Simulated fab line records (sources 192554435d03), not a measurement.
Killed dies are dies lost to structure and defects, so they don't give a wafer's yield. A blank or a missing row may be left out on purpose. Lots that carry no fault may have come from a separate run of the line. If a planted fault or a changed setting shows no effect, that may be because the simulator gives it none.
fab line records :: flow n5-finfet :: part 2 of 2: steps 20 to 28 of 28
[record]
  lots = 5
  wafers = 15
  last-day = 17
route steps=1938 shown BEOL_M10@1502
lots that met no fault: from a run of the same line without faults
start-h: hours from the record's first day to the start of the lot's first wafer shown :: wait-h: hours since the lot's step before :: " repeats the value in the row above :: L1.1+2: a row that stands for several wafers :: - no value present, or no start provided :: * or withheld: withheld :: < > ~ a bound
route shown NAME@n: names a module that has steps shown in the file, with the first one's number in the route :: usual: mean and standard deviation over wafers with no fault :: same: alike in all rows :: chamber/n: place in a boat :: sites: the reading at each site :: _std_site: how widely they spread, as a standard deviation :: _edge_site: the outer-site mean with the inner-site mean subtracted :: radius-mm: for every site, how far away it sits from the centre of the wafer :: mask NAME#n: copy n :: behind: the most recent tool/chamber to have shaped the wafer :: hold: the reason the lot was held/the length of the hold in hours/how it ended :: device: the n, p or np transistor that did not switch :: end of line: tests of these same wafers at the route's end :: step lacking rows: just its recipe :: killed: at the first sort, the dies lost to defects and structure; wafer yield is something else :: map: dies across one wafer; x = killed, . = not, _ = none there
set.NAME: the setting the step ran with; set.NAME@STEP: the setting that earlier step ran with :: model.NAME: the simulator's own value behind a step, which no gauge read
certain route steps with their lots: each step a table, each wafer a row
services: a tool's chamber out of use, with start hour (start-h, from the record's first day; less than 0 if before it), hours out, and reason
[[steps]]
[step N5_BEOL_M10_CURE_72]
[recipe]
  temp-c = 370
  time-s = 120
  ambient = DMADMS/He
  material = SiCOH_lowk
[usual]
  lamp-power-pct = 52.31/0.055
  wafer_temp_C_max = 371.6/0.53
lot.wafer: L083.2
tool: uv-cure-02
chamber: 0
start-h: 280.97
wait-h: 0.4
lamp-power-pct: 52.33
wafer_temp_C_max: 371.8

lot.wafer: L083.4
tool: uv-cure-02
chamber: 0
start-h: 280.97
wait-h: 0.4
lamp-power-pct: 52.39
wafer_temp_C_max: 371.8

lot.wafer: L083.6
tool: uv-cure-02
chamber: 0
start-h: 280.97
wait-h: 0.4
lamp-power-pct: 52.18
wafer_temp_C_max: 371.8

lot.wafer: L082.1
tool: uv-cure-01
chamber: 0
start-h: 282.77
wait-h: 0.0
lamp-power-pct: 52.38
wafer_temp_C_max: 371.0

lot.wafer: L082.2
tool: uv-cure-01
chamber: 0
start-h: 282.77
wait-h: 0.0
lamp-power-pct: 52.38
wafer_temp_C_max: 371.1

lot.wafer: L082.6
tool: uv-cure-01
chamber: 0
start-h: 282.77
wait-h: 0.0
lamp-power-pct: 52.19
wafer_temp_C_max: 371.3

lot.wafer: L085.1
tool: uv-cure-02
chamber: 0
start-h: 287.67
wait-h: 0.2
lamp-power-pct: 52.27
wafer_temp_C_max: 371.7

lot.wafer: L085.3
tool: uv-cure-02
chamber: 0
start-h: 287.67
wait-h: 0.2
lamp-power-pct: 52.36
wafer_temp_C_max: 371.1

lot.wafer: L085.6
tool: uv-cure-02
chamber: 0
start-h: 287.67
wait-h: 0.2
lamp-power-pct: 52.24
wafer_temp_C_max: 371.8

lot.wafer: L088.1
tool: uv-cure-02
chamber: 2
start-h: 309.70
wait-h: 0.1
lamp-power-pct: 52.33
wafer_temp_C_max: 371.4

lot.wafer: L088.2
tool: uv-cure-02
chamber: 2
start-h: 309.70
wait-h: 0.1
lamp-power-pct: 52.30
wafer_temp_C_max: 371.6

lot.wafer: L088.6
tool: uv-cure-02
chamber: 2
start-h: 309.70
wait-h: 0.1
lamp-power-pct: 52.36
wafer_temp_C_max: 372.0

lot.wafer: L096.3
tool: uv-cure-03
chamber: 0
start-h: 356.22
wait-h: 0.1
lamp-power-pct: 52.23
wafer_temp_C_max: 371.4

lot.wafer: L096.4
tool: uv-cure-03
chamber: 0
start-h: 356.22
wait-h: 0.1
lamp-power-pct: 52.33
wafer_temp_C_max: 371.1

lot.wafer: L096.5
tool: uv-cure-03
chamber: 0
start-h: 356.22
wait-h: 0.1
lamp-power-pct: 52.37
wafer_temp_C_max: 371.3
[step N5_BEOL_M10_DEGAS_44]
[recipe]
  ambient = vacuum
  temp-c = 250
  time-s = 60
[usual]
  heater-power-w = 323/27
lot.wafer: L083.2
tool: pvd-sputter-03
chamber: -
start-h: 281.85
wait-h: 0.8
heater-power-w: 320

lot.wafer: L083.4
tool: pvd-sputter-03
chamber: -
start-h: 281.85
wait-h: 0.8
heater-power-w: 335

lot.wafer: L083.6
tool: pvd-sputter-03
chamber: -
start-h: 281.85
wait-h: 0.8
heater-power-w: 343

lot.wafer: L082.1
tool: pvd-sputter-02
chamber: -
start-h: 283.12
wait-h: 0.3
heater-power-w: 325

lot.wafer: L082.2
tool: pvd-sputter-02
chamber: -
start-h: 283.12
wait-h: 0.3
heater-power-w: 340

lot.wafer: L082.6
tool: pvd-sputter-02
chamber: -
start-h: 283.12
wait-h: 0.3
heater-power-w: 340

lot.wafer: L085.1
tool: pvd-sputter-01
chamber: -
start-h: 288.64
wait-h: 0.9
heater-power-w: 271

lot.wafer: L085.3
tool: pvd-sputter-01
chamber: -
start-h: 288.64
wait-h: 0.9
heater-power-w: 324

lot.wafer: L085.6
tool: pvd-sputter-01
chamber: -
start-h: 288.64
wait-h: 0.9
heater-power-w: 314

lot.wafer: L088.1
tool: pvd-sputter-01
chamber: -
start-h: 310.18
wait-h: 0.4
heater-power-w: 315

lot.wafer: L088.2
tool: pvd-sputter-01
chamber: -
start-h: 310.18
wait-h: 0.4
heater-power-w: 348

lot.wafer: L088.6
tool: pvd-sputter-01
chamber: -
start-h: 310.18
wait-h: 0.4
heater-power-w: 314

lot.wafer: L096.3
tool: pvd-sputter-03
chamber: -
start-h: 356.57
wait-h: 0.3
heater-power-w: 294

lot.wafer: L096.4
tool: pvd-sputter-03
chamber: -
start-h: 356.57
wait-h: 0.3
heater-power-w: 349

lot.wafer: L096.5
tool: pvd-sputter-03
chamber: -
start-h: 356.57
wait-h: 0.3
heater-power-w: 354
[step N5_BEOL_M10_PRE_CLEAN_45]
[recipe]
  gas = H2/He
  time-s = 30
  temp-c = 250
[usual]
  heater-power-w = 323/27
lot.wafer: L083.2
tool: pvd-sputter-03
chamber: -
start-h: 281.89
wait-h: 0.0
heater-power-w: 329

lot.wafer: L083.4
tool: pvd-sputter-03
chamber: -
start-h: 281.89
wait-h: 0.0
heater-power-w: 354

lot.wafer: L083.6
tool: pvd-sputter-03
chamber: -
start-h: 281.89
wait-h: 0.0
heater-power-w: 339

lot.wafer: L082.1
tool: pvd-sputter-02
chamber: -
start-h: 283.16
wait-h: 0.0
heater-power-w: 324

lot.wafer: L082.2
tool: pvd-sputter-02
chamber: -
start-h: 283.16
wait-h: 0.0
heater-power-w: 339

lot.wafer: L082.6
tool: pvd-sputter-02
chamber: -
start-h: 283.16
wait-h: 0.0
heater-power-w: 337

lot.wafer: L085.1
tool: pvd-sputter-01
chamber: -
start-h: 288.68
wait-h: 0.0
heater-power-w: 261

lot.wafer: L085.3
tool: pvd-sputter-01
chamber: -
start-h: 288.68
wait-h: 0.0
heater-power-w: 318

lot.wafer: L085.6
tool: pvd-sputter-01
chamber: -
start-h: 288.68
wait-h: 0.0
heater-power-w: 325

lot.wafer: L088.1
tool: pvd-sputter-01
chamber: -
start-h: 310.22
wait-h: 0.0
heater-power-w: 319

lot.wafer: L088.2
tool: pvd-sputter-01
chamber: -
start-h: 310.22
wait-h: 0.0
heater-power-w: 348

lot.wafer: L088.6
tool: pvd-sputter-01
chamber: -
start-h: 310.22
wait-h: 0.0
heater-power-w: 309

lot.wafer: L096.3
tool: pvd-sputter-03
chamber: -
start-h: 356.61
wait-h: 0.0
heater-power-w: 281

lot.wafer: L096.4
tool: pvd-sputter-03
chamber: -
start-h: 356.61
wait-h: 0.0
heater-power-w: 359

lot.wafer: L096.5
tool: pvd-sputter-03
chamber: -
start-h: 356.61
wait-h: 0.0
heater-power-w: 345
[step N5_BEOL_M10_ALD_74]
[recipe]
  material = TaN
  target-thk-a = 20
  temp-c = 275
  ald-precursor-family = PDMAT
  ald-co-reactant = NH3
  pressure-torr = 3
  carrier-flow-sccm = 1500
  pulse-time-s = 2
  purge-time-s = 3
  co-reactant-purge-time-s = 2
  co-reactant-pulse-time-s = 3
  ald-cycles = 40
  precursor-vessel-temp-c = 75
  precursor-vessel-pressure-torr = 26.25
  precursor-vessel-carrier-sccm = 1000
[usual]
  heater-power-w = 426/41
  mfc-carrier-sccm = 1500/4.4
lot.wafer: L083.2
tool: ald-metal-01
chamber: 1
start-h: 281.95
wait-h: 0.0
heater-power-w: 468
mfc-carrier-sccm: 1498
since-wet-clean-h: 3022

lot.wafer: L083.4
tool: ald-metal-01
chamber: 3
start-h: 281.95
wait-h: 0.0
heater-power-w: 389
mfc-carrier-sccm: 1499
since-wet-clean-h: 3022

lot.wafer: L083.6
tool: ald-metal-01
chamber: 0
start-h: 281.95
wait-h: 0.0
heater-power-w: 456
mfc-carrier-sccm: 1499
since-wet-clean-h: -

lot.wafer: L082.1
tool: ald-metal-01
chamber: 0
start-h: 283.22
wait-h: 0.0
heater-power-w: 460
mfc-carrier-sccm: 1503
since-wet-clean-h: 3023

lot.wafer: L082.2
tool: ald-metal-01
chamber: 3
start-h: 283.22
wait-h: 0.0
heater-power-w: 390
mfc-carrier-sccm: 1506
since-wet-clean-h: 3023

lot.wafer: L082.6
tool: ald-metal-01
chamber: 0
start-h: 283.22
wait-h: 0.0
heater-power-w: 456
mfc-carrier-sccm: 1502
since-wet-clean-h: -

lot.wafer: L085.1
tool: ald-metal-01
chamber: 2
start-h: 288.74
wait-h: 0.0
heater-power-w: 445
mfc-carrier-sccm: 1505
since-wet-clean-h: 3029

lot.wafer: L085.3
tool: ald-metal-01
chamber: 1
start-h: 288.74
wait-h: 0.0
heater-power-w: 455
mfc-carrier-sccm: 1501
since-wet-clean-h: 3029

lot.wafer: L085.6
tool: ald-metal-01
chamber: 0
start-h: 288.74
wait-h: 0.0
heater-power-w: 459
mfc-carrier-sccm: 1502
since-wet-clean-h: -

lot.wafer: L088.1
tool: ald-metal-03
chamber: 0
start-h: 310.30
wait-h: 0.1
heater-power-w: 369
mfc-carrier-sccm: 1498
since-wet-clean-h: 1512

lot.wafer: L088.2
tool: ald-metal-03
chamber: 2
start-h: 310.30
wait-h: 0.1
heater-power-w: 384
mfc-carrier-sccm: 1499
since-wet-clean-h: 1512

lot.wafer: L088.6
tool: ald-metal-03
chamber: 2
start-h: 310.30
wait-h: 0.1
heater-power-w: 396
mfc-carrier-sccm: 1496
since-wet-clean-h: -

lot.wafer: L096.3
tool: ald-metal-01
chamber: 0
start-h: 356.74
wait-h: 0.1
heater-power-w: 457
mfc-carrier-sccm: 1504
since-wet-clean-h: 3097

lot.wafer: L096.4
tool: ald-metal-01
chamber: 1
start-h: 356.74
wait-h: 0.1
heater-power-w: 446
mfc-carrier-sccm: 1503
since-wet-clean-h: 3097

lot.wafer: L096.5
tool: ald-metal-01
chamber: 2
start-h: 356.74
wait-h: 0.1
heater-power-w: 457
mfc-carrier-sccm: 1500
since-wet-clean-h: -
[step N5_BEOL_M10_SURFACE_TREAT_76]
[recipe]
  gas = Ar
  time-s = *
  ion-energy-ev = *
  ion-current-ma-cm2 = 0.5
  pressure-mtorr = *
  ar-flow-sccm = 30
[usual]
  ar-flow-sccm = 30.01/0.099
  throttle-valve-pct = *
lot.wafer: L083.2
tool: pvd-sputter-02
chamber: -
start-h: 282.36
wait-h: 0.3
ar-flow-sccm: 30.16
throttle-valve-pct: *

lot.wafer: L083.4
tool: pvd-sputter-02
chamber: -
start-h: 282.36
wait-h: 0.3
ar-flow-sccm: 29.93
throttle-valve-pct: *

lot.wafer: L083.6
tool: pvd-sputter-02
chamber: -
start-h: 282.36
wait-h: 0.3
ar-flow-sccm: 29.96
throttle-valve-pct: *

lot.wafer: L082.1
tool: pvd-sputter-03
chamber: -
start-h: 284.55
wait-h: 1.2
ar-flow-sccm: 29.88
throttle-valve-pct: *

lot.wafer: L082.2
tool: pvd-sputter-03
chamber: -
start-h: 284.55
wait-h: 1.2
ar-flow-sccm: 29.89
throttle-valve-pct: *

lot.wafer: L082.6
tool: pvd-sputter-03
chamber: -
start-h: 284.55
wait-h: 1.2
ar-flow-sccm: 29.94
throttle-valve-pct: *

lot.wafer: L085.1
tool: pvd-sputter-01
chamber: -
start-h: 289.04
wait-h: 0.2
ar-flow-sccm: 29.86
throttle-valve-pct: *

lot.wafer: L085.3
tool: pvd-sputter-01
chamber: -
start-h: 289.04
wait-h: 0.2
ar-flow-sccm: 29.94
throttle-valve-pct: *

lot.wafer: L085.6
tool: pvd-sputter-01
chamber: -
start-h: 289.04
wait-h: 0.2
ar-flow-sccm: 30.02
throttle-valve-pct: *

lot.wafer: L088.1
tool: pvd-sputter-03
chamber: -
start-h: 310.73
wait-h: 0.3
ar-flow-sccm: 29.88
throttle-valve-pct: *

lot.wafer: L088.2
tool: pvd-sputter-03
chamber: -
start-h: 310.73
wait-h: 0.3
ar-flow-sccm: 29.96
throttle-valve-pct: *

lot.wafer: L088.6
tool: pvd-sputter-03
chamber: -
start-h: 310.73
wait-h: 0.3
ar-flow-sccm: 30.05
throttle-valve-pct: *

lot.wafer: L096.3
tool: pvd-sputter-03
chamber: -
start-h: 357.09
wait-h: 0.2
ar-flow-sccm: 30.06
throttle-valve-pct: *

lot.wafer: L096.4
tool: pvd-sputter-03
chamber: -
start-h: 357.09
wait-h: 0.2
ar-flow-sccm: 29.99
throttle-valve-pct: *

lot.wafer: L096.5
tool: pvd-sputter-03
chamber: -
start-h: 357.09
wait-h: 0.2
ar-flow-sccm: 30.02
throttle-valve-pct: *
[step N5_BEOL_M10_CVD_75]
[recipe]
  material = Co
  target-thk-a = 20
  temp-c = withheld
  precursor = CCTBA/H2
  pressure-torr = 30
  time-s = 138.9
lot.wafer: L083.2
tool: cvd-co-01
chamber: 2
start-h: 282.42
wait-h: 0.0
since-wet-clean-h: 364

lot.wafer: L083.4
tool: cvd-co-01
chamber: 1
start-h: 282.42
wait-h: 0.0
since-wet-clean-h: -

lot.wafer: L083.6
tool: cvd-co-01
chamber: 0
start-h: 282.42
wait-h: 0.0
since-wet-clean-h: -

lot.wafer: L082.1
tool: cvd-co-01
chamber: 2
start-h: 284.61
wait-h: 0.0
since-wet-clean-h: 367

lot.wafer: L082.2
tool: cvd-co-01
chamber: 1
start-h: 284.61
wait-h: 0.0
since-wet-clean-h: 1263

lot.wafer: L082.6
tool: cvd-co-01
chamber: 1
start-h: 284.61
wait-h: 0.0
since-wet-clean-h: -

lot.wafer: L085.1
tool: cvd-co-02
chamber: 2
start-h: 289.16
wait-h: 0.1
since-wet-clean-h: 590

lot.wafer: L085.3
tool: cvd-co-02
chamber: 1
start-h: 289.16
wait-h: 0.1
since-wet-clean-h: 153

lot.wafer: L085.6
tool: cvd-co-02
chamber: 2
start-h: 289.16
wait-h: 0.1
since-wet-clean-h: -

lot.wafer: L088.1
tool: cvd-co-02
chamber: 1
start-h: 310.81
wait-h: 0.1
since-wet-clean-h: 174

lot.wafer: L088.2
tool: cvd-co-02
chamber: 0
start-h: 310.81
wait-h: 0.1
since-wet-clean-h: 1071

lot.wafer: L088.6
tool: cvd-co-02
chamber: 0
start-h: 310.81
wait-h: 0.1
since-wet-clean-h: -

lot.wafer: L096.3
tool: cvd-co-01
chamber: 1
start-h: 357.37
wait-h: 0.3
since-wet-clean-h: 2

lot.wafer: L096.4
tool: cvd-co-01
chamber: 2
start-h: 357.37
wait-h: 0.3
since-wet-clean-h: -

lot.wafer: L096.5
tool: cvd-co-01
chamber: 0
start-h: 357.37
wait-h: 0.3
since-wet-clean-h: -
[step N5_BEOL_M10_SPUTTER_48]
[recipe]
  material = Cu
  target-thk-a = 120
  temp-c = -20
  bias-v = 60
  power-w = 26000
  chamber-pressure-pa = 0.13
  time-s = 2
[usual]
  chamber-pressure-pa = 0.13/0.00028
  throttle-valve-pct = 29.7/1
lot.wafer: L083.2
tool: pvd-sputter-03
chamber: -
start-h: 282.55
wait-h: 0.1
chamber-pressure-pa: 0.1298
throttle-valve-pct: 30.0

lot.wafer: L083.4
tool: pvd-sputter-03
chamber: -
start-h: 282.55
wait-h: 0.1
chamber-pressure-pa: 0.12939
throttle-valve-pct: 29.2

lot.wafer: L083.6
tool: pvd-sputter-03
chamber: -
start-h: 282.55
wait-h: 0.1
chamber-pressure-pa: 0.12931
throttle-valve-pct: 28.9

lot.wafer: L082.1
tool: pvd-sputter-03
chamber: -
start-h: 284.75
wait-h: 0.1
chamber-pressure-pa: 0.13009
throttle-valve-pct: 28.0

lot.wafer: L082.2
tool: pvd-sputter-03
chamber: -
start-h: 284.75
wait-h: 0.1
chamber-pressure-pa: 0.1297
throttle-valve-pct: 31.2

lot.wafer: L082.6
tool: pvd-sputter-03
chamber: -
start-h: 284.75
wait-h: 0.1
chamber-pressure-pa: 0.13013
throttle-valve-pct: 29.0

lot.wafer: L085.1
tool: pvd-sputter-02
chamber: -
start-h: 289.33
wait-h: 0.1
chamber-pressure-pa: 0.13006
throttle-valve-pct: 28.6

lot.wafer: L085.3
tool: pvd-sputter-02
chamber: -
start-h: 289.33
wait-h: 0.1
chamber-pressure-pa: 0.13002
throttle-valve-pct: 30.3

lot.wafer: L085.6
tool: pvd-sputter-02
chamber: -
start-h: 289.33
wait-h: 0.1
chamber-pressure-pa: 0.13012
throttle-valve-pct: 30.2

lot.wafer: L088.1
tool: pvd-sputter-03
chamber: -
start-h: 311.01
wait-h: 0.2
chamber-pressure-pa: 0.12988
throttle-valve-pct: 31.2

lot.wafer: L088.2
tool: pvd-sputter-03
chamber: -
start-h: 311.01
wait-h: 0.2
chamber-pressure-pa: 0.12988
throttle-valve-pct: 30.0

lot.wafer: L088.6
tool: pvd-sputter-03
chamber: -
start-h: 311.01
wait-h: 0.2
chamber-pressure-pa: 0.12983
throttle-valve-pct: 29.5

lot.wafer: L096.3
tool: pvd-sputter-02
chamber: -
start-h: 357.57
wait-h: 0.2
chamber-pressure-pa: 0.1297
throttle-valve-pct: 28.8

lot.wafer: L096.4
tool: pvd-sputter-02
chamber: -
start-h: 357.57
wait-h: 0.2
chamber-pressure-pa: 0.13049
throttle-valve-pct: 28.5

lot.wafer: L096.5
tool: pvd-sputter-02
chamber: -
start-h: 357.57
wait-h: 0.2
chamber-pressure-pa: 0.13013
throttle-valve-pct: 28.5
[step N5_BEOL_M10_ECD_50]
[recipe]
  material = Cu
  target-thk-a = 3180
lot.wafer: L083.2+4+6
tool: ecd-cu-01
chamber: 0,1,1
start-h: 282.69
wait-h: 0.1

lot.wafer: L082.1+2+6
tool: ecd-cu-02
chamber: 0,1,0
start-h: 284.87
wait-h: 0.1

lot.wafer: L085.1+3+6
tool: ecd-cu-02
chamber: 1,0,1
start-h: 289.45
wait-h: 0.1

lot.wafer: L088.1+2+6
tool: ecd-cu-02
chamber: 1,0,1
start-h: 311.12
wait-h: 0.1

lot.wafer: L096.3+4+5
tool: ecd-cu-01
chamber: 1,0,1
start-h: 357.72
wait-h: 0.1
[step N5_BEOL_M10_ANNEAL_51]
[recipe]
  temp-c = 225
  time-s = 90
  ambient = N2
[usual]
  wafer_temp_C_max = 226.0/0.32
lot.wafer: L083.2
tool: rtp-anneal-02
chamber: 0
start-h: 282.88
wait-h: 0.2
wafer_temp_C_max: 225.6

lot.wafer: L083.4
tool: rtp-anneal-02
chamber: 0
start-h: 282.88
wait-h: 0.2
wafer_temp_C_max: 225.7

lot.wafer: L083.6
tool: rtp-anneal-02
chamber: 0
start-h: 282.88
wait-h: 0.2
wafer_temp_C_max: 225.5

lot.wafer: L082.1
tool: rtp-anneal-01
chamber: 0
start-h: 284.98
wait-h: 0.1
wafer_temp_C_max: 226.4

lot.wafer: L082.2
tool: rtp-anneal-01
chamber: 0
start-h: 284.98
wait-h: 0.1
wafer_temp_C_max: 226.4

lot.wafer: L082.6
tool: rtp-anneal-01
chamber: 0
start-h: 284.98
wait-h: 0.1
wafer_temp_C_max: 226.2

lot.wafer: L085.1
tool: rtp-anneal-01
chamber: 0
start-h: 289.58
wait-h: 0.1
wafer_temp_C_max: 226.2

lot.wafer: L085.3
tool: rtp-anneal-01
chamber: 0
start-h: 289.58
wait-h: 0.1
wafer_temp_C_max: 226.0

lot.wafer: L085.6
tool: rtp-anneal-01
chamber: 0
start-h: 289.58
wait-h: 0.1
wafer_temp_C_max: 226.3

lot.wafer: L088.1
tool: rtp-anneal-01
chamber: 0
start-h: 311.51
wait-h: 0.4
wafer_temp_C_max: 226.2

lot.wafer: L088.2
tool: rtp-anneal-01
chamber: 0
start-h: 311.51
wait-h: 0.4
wafer_temp_C_max: 226.7

lot.wafer: L088.6
tool: rtp-anneal-01
chamber: 0
start-h: 311.51
wait-h: 0.4
wafer_temp_C_max: 226.3

lot.wafer: L096.3
tool: rtp-anneal-02
chamber: 0
start-h: 357.89
wait-h: 0.1
wafer_temp_C_max: 225.6

lot.wafer: L096.4
tool: rtp-anneal-02
chamber: 0
start-h: 357.89
wait-h: 0.1
wafer_temp_C_max: 225.7

lot.wafer: L096.5
tool: rtp-anneal-02
chamber: 0
start-h: 357.89
wait-h: 0.1
wafer_temp_C_max: 225.7
[[services]]
tool: rie-diel-03
chamber: 1
start-h: 261.09
hours: 19.7
kind: repair

tool: ald-metal-01
chamber: 3
start-h: 266.96
hours: 2.9
kind: repair

tool: wet-bench-06
chamber: -
start-h: 279.04
hours: 1.9
kind: pm

tool: cvd-co-02
chamber: -
start-h: 279.31
hours: 1.3
kind: repair

tool: cvd-co-01
chamber: 1
start-h: 301.21
hours: 3.3
kind: repair

tool: rtp-anneal-01
chamber: -
start-h: 304.29
hours: 6.2
kind: pm

tool: cvd-co-02
chamber: 2
start-h: 307.79
hours: 5.4
kind: repair

tool: ald-metal-03
chamber: 1
start-h: 318.16
hours: 2.9
kind: repair

tool: uv-cure-01
chamber: -
start-h: 323.47
hours: 2.1
kind: pm

tool: uv-cure-02
chamber: -
start-h: 326.17
hours: 7.5
kind: pm

tool: uv-cure-01
chamber: -
start-h: 326.96
hours: 24.9
kind: pm

tool: cvd-co-01
chamber: 1
start-h: 333.33
hours: -
kind: clean

tool: cvd-co-01
chamber: 1
start-h: 333.33
hours: 22.0
kind: scheduled-down

tool: cvd-co-01
chamber: 1
start-h: 333.33
hours: 22.0
kind: vent-cycle

tool: rie-diel-03
chamber: 2
start-h: 333.64
hours: 14.0
kind: repair

tool: cvd-co-01
chamber: 0
start-h: 336.58
hours: 2.0
kind: repair

tool: rie-diel-01
chamber: 1
start-h: 336.70
hours: -
kind: clean

tool: rie-diel-01
chamber: 1
start-h: 336.70
hours: -
kind: consumable-replace:focus-ring

tool: rie-diel-01
chamber: 1
start-h: 336.70
hours: 22.8
kind: scheduled-down

tool: rie-diel-01
chamber: 1
start-h: 336.70
hours: 22.8
kind: vent-cycle

tool: pvd-sputter-03
chamber: -
start-h: 340.21
hours: 4.5
kind: repair

tool: wet-bench-04
chamber: -
start-h: 347.96
hours: 1.9
kind: repair

tool: rie-diel-01
chamber: 0
start-h: 350.57
hours: 4.9
kind: repair

tool: cvd-co-02
chamber: 1
start-h: 357.65
hours: 3.5
kind: repair
